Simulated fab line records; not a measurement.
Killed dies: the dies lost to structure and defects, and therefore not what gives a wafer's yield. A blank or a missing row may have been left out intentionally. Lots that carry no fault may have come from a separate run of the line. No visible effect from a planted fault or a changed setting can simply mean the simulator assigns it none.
Check for tools in common || flow nandHarc || 11 lots, 33 wafers sampled

== WHAT PROMPTED THE OPENING ==
At NHARC_P_M1_CD_MEAS_09 the reading cdNm is flagged on 2 of 11 lots. No-fault wafers: 129.9 nm, standard deviation 0.72.
Rule: a lot is flagged in two cases, either no wafer of it has a number, or all its wafers with numbers fall more than 4 standard deviations from that mean. As for the other lots, they are considered sound.

{"lot": "L197", "measured": "day 6 09:05", "on": "cdSem-02", "cdNm (nm), wafer by wafer": "129.7 130.1 130.3", "flag": ""}
{"lot": "L198", "measured": "day 6 22:20", "on": "cdSem-02", "cdNm (nm), wafer by wafer": "129.1 130.2 129.6", "flag": ""}
{"lot": "L199", "measured": "day 6 22:38", "on": "cdSem-02", "cdNm (nm), wafer by wafer": "130.1 129.8 130.1", "flag": ""}
{"lot": "L203", "measured": "day 7 19:56", "on": "cdSem-03", "cdNm (nm), wafer by wafer": "130.4 130.2 129.4", "flag": ""}
{"lot": "L204", "measured": "day 8 09:00", "on": "cdSem-03", "cdNm (nm), wafer by wafer": "128.5 130.2 130.4", "flag": ""}
{"lot": "L209", "measured": "day 9 07:14", "on": "cdSem-03", "cdNm (nm), wafer by wafer": "130.8 130.9 130.3", "flag": ""}
{"lot": "L210", "measured": "day 10 01:03", "on": "cdSem-02", "cdNm (nm), wafer by wafer": "153.1 153.0 152.7", "flag": "FLAGGED"}
{"lot": "L211", "measured": "day 10 05:53", "on": "cdSem-01", "cdNm (nm), wafer by wafer": "148.8 148.8 148.8", "flag": "FLAGGED"}
{"lot": "L213", "measured": "day 10 14:43", "on": "cdSem-01", "cdNm (nm), wafer by wafer": "130.3 129.6 129.6", "flag": ""}
{"lot": "L215", "measured": "day 10 15:36", "on": "cdSem-03", "cdNm (nm), wafer by wafer": "128.8 130.6 129.8", "flag": ""}
{"lot": "L217", "measured": "day 11 19:11", "on": "cdSem-02", "cdNm (nm), wafer by wafer": "127.5 128.7 130.0", "flag": ""}
The mean of the flagged lots' numbers is 150.9 nm, +21.0 nm from the usual (+29 standard deviations).

== TOOL THAT RAN EACH LOT ==
Before the reading, the record contains 2 process steps out of a 1159-step route. In each cell: the tool, then ch and the chambers that the sampled wafers went through, then the start.
{"lot": "L197", "flag": "", "NHARC_P_M0_PVD_21": "pvdSputter-03, day 6 07:18 or earlier", "NHARC_P_M1_EXPOSE_06": "arfiScanner-03 ch 0, day 6 08:56"}
{"lot": "L198", "flag": "", "NHARC_P_M0_PVD_21": "pvdSputter-02, day 6 20:39 or earlier", "NHARC_P_M1_EXPOSE_06": "arfiScanner-01 ch 0, day 6 22:13"}
{"lot": "L199", "flag": "", "NHARC_P_M0_PVD_21": "pvdSputter-02, day 6 21:04 or earlier", "NHARC_P_M1_EXPOSE_06": "arfiScanner-02 ch 0, day 6 22:29"}
{"lot": "L203", "flag": "", "NHARC_P_M0_PVD_21": "pvdSputter-02, day 7 18:31 or earlier", "NHARC_P_M1_EXPOSE_06": "arfiScanner-03 ch 0, day 7 19:47"}
{"lot": "L204", "flag": "", "NHARC_P_M0_PVD_21": "pvdSputter-01, day 8 07:27 or earlier", "NHARC_P_M1_EXPOSE_06": "arfiScanner-01 ch 0, day 8 08:52"}
{"lot": "L209", "flag": "", "NHARC_P_M0_PVD_21": "pvdSputter-02, day 9 05:42 or earlier", "NHARC_P_M1_EXPOSE_06": "arfiScanner-03 ch 0, day 9 07:06"}
{"lot": "L210", "flag": "FLAGGED", "NHARC_P_M0_PVD_21": "pvdSputter-03, day 9 23:37 or earlier", "NHARC_P_M1_EXPOSE_06": "arfiScanner-03 ch 0, day 10 00:55"}
{"lot": "L211", "flag": "FLAGGED", "NHARC_P_M0_PVD_21": "pvdSputter-03, day 10 04:28 or earlier", "NHARC_P_M1_EXPOSE_06": "arfiScanner-03 ch 0, day 10 05:45"}
{"lot": "L213", "flag": "", "NHARC_P_M0_PVD_21": "pvdSputter-01, day 10 13:00 or earlier", "NHARC_P_M1_EXPOSE_06": "arfiScanner-02 ch 0, day 10 14:34"}
{"lot": "L215", "flag": "", "NHARC_P_M0_PVD_21": "pvdSputter-03, day 10 13:37 or earlier", "NHARC_P_M1_EXPOSE_06": "arfiScanner-02 ch 0, day 10 15:28"}
{"lot": "L217", "flag": "", "NHARC_P_M0_PVD_21": "pvdSputter-03, day 11 17:40 or earlier", "NHARC_P_M1_EXPOSE_06": "arfiScanner-01 ch 0, day 11 19:04"}
What these steps do:
- NHARC_P_M0_PVD_21: deposits Cu, target thk 30 nm, time 20.49 s.
- NHARC_P_M1_EXPOSE_06: exposes mask P M1, target cd 130 nm.
- NHARC_P_M1_CD_MEAS_09: target cd 130 nm.

== FLAGGED OVER TOTAL, TOOL BY TOOL (the gauges that took the reading come last) ==
{"step": "NHARC_P_M0_PVD_21", "tool": "pvdSputter-01", "lots run": 2, "flagged": 0, "share of the flagged lots": "none", "sound lots run after its first flagged lot": "-"}
{"step": "NHARC_P_M0_PVD_21", "tool": "pvdSputter-02", "lots run": 4, "flagged": 0, "share of the flagged lots": "none", "sound lots run after its first flagged lot": "-"}
{"step": "NHARC_P_M0_PVD_21", "tool": "pvdSputter-03", "lots run": 5, "flagged": 2, "share of the flagged lots": "all", "sound lots run after its first flagged lot": "2 (L215,L217)"}
{"step": "NHARC_P_M1_EXPOSE_06", "tool": "arfiScanner-01", "lots run": 3, "flagged": 0, "share of the flagged lots": "none", "sound lots run after its first flagged lot": "-"}
{"step": "NHARC_P_M1_EXPOSE_06", "tool": "arfiScanner-02", "lots run": 3, "flagged": 0, "share of the flagged lots": "none", "sound lots run after its first flagged lot": "-"}
{"step": "NHARC_P_M1_EXPOSE_06", "tool": "arfiScanner-03", "lots run": 5, "flagged": 2, "share of the flagged lots": "all", "sound lots run after its first flagged lot": 0}
{"step": "NHARC_P_M1_CD_MEAS_09", "tool": "cdSem-01", "lots run": 2, "flagged": 1, "share of the flagged lots": "some", "sound lots run after its first flagged lot": "1 (L213)"}
{"step": "NHARC_P_M1_CD_MEAS_09", "tool": "cdSem-02", "lots run": 5, "flagged": 1, "share of the flagged lots": "some", "sound lots run after its first flagged lot": "1 (L217)"}
{"step": "NHARC_P_M1_CD_MEAS_09", "tool": "cdSem-03", "lots run": 4, "flagged": 0, "share of the flagged lots": "none", "sound lots run after its first flagged lot": "-"}
NHARC_P_M0_PVD_21: start missing for some lots; hours and lot order therefore follow NHARC_P_M0_THK_MEAS_24.

== WHAT THE TABLE PERMITS ==
2 rows of the table ran every flagged lot: pvdSputter-03 at NHARC_P_M0_PVD_21, arfiScanner-03 at NHARC_P_M1_EXPOSE_06.
- pvdSputter-03 at NHARC_P_M0_PVD_21: 2 of its 5 lots flagged. Lots that were sound ran on it after the first flagged one (L215, L217); a persistent fault on the entire tool would not allow that.
- arfiScanner-03 at NHARC_P_M1_EXPOSE_06: 2 of its 5 lots flagged. It ran its last sound lot, L209, at day 9 07:06 and its first flagged lot, L210, at day 10 00:55: a fault with its onset between the two fits. Its own readings lie more than 4 standard deviations out on every wafer of the flagged lots: exposureDoseMJCm2.
One tool is left: arfiScanner-03 at NHARC_P_M1_EXPOSE_06.

== WHAT THE SIMULATOR HAD INSERTED ==
Drift in process parameters on arfiScanner-03 at NHARC_P_M1_EXPOSE_06, starting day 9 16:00. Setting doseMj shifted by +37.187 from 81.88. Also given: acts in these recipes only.
Shown lots that were struck: L210, L211. The same result came from the rule above.
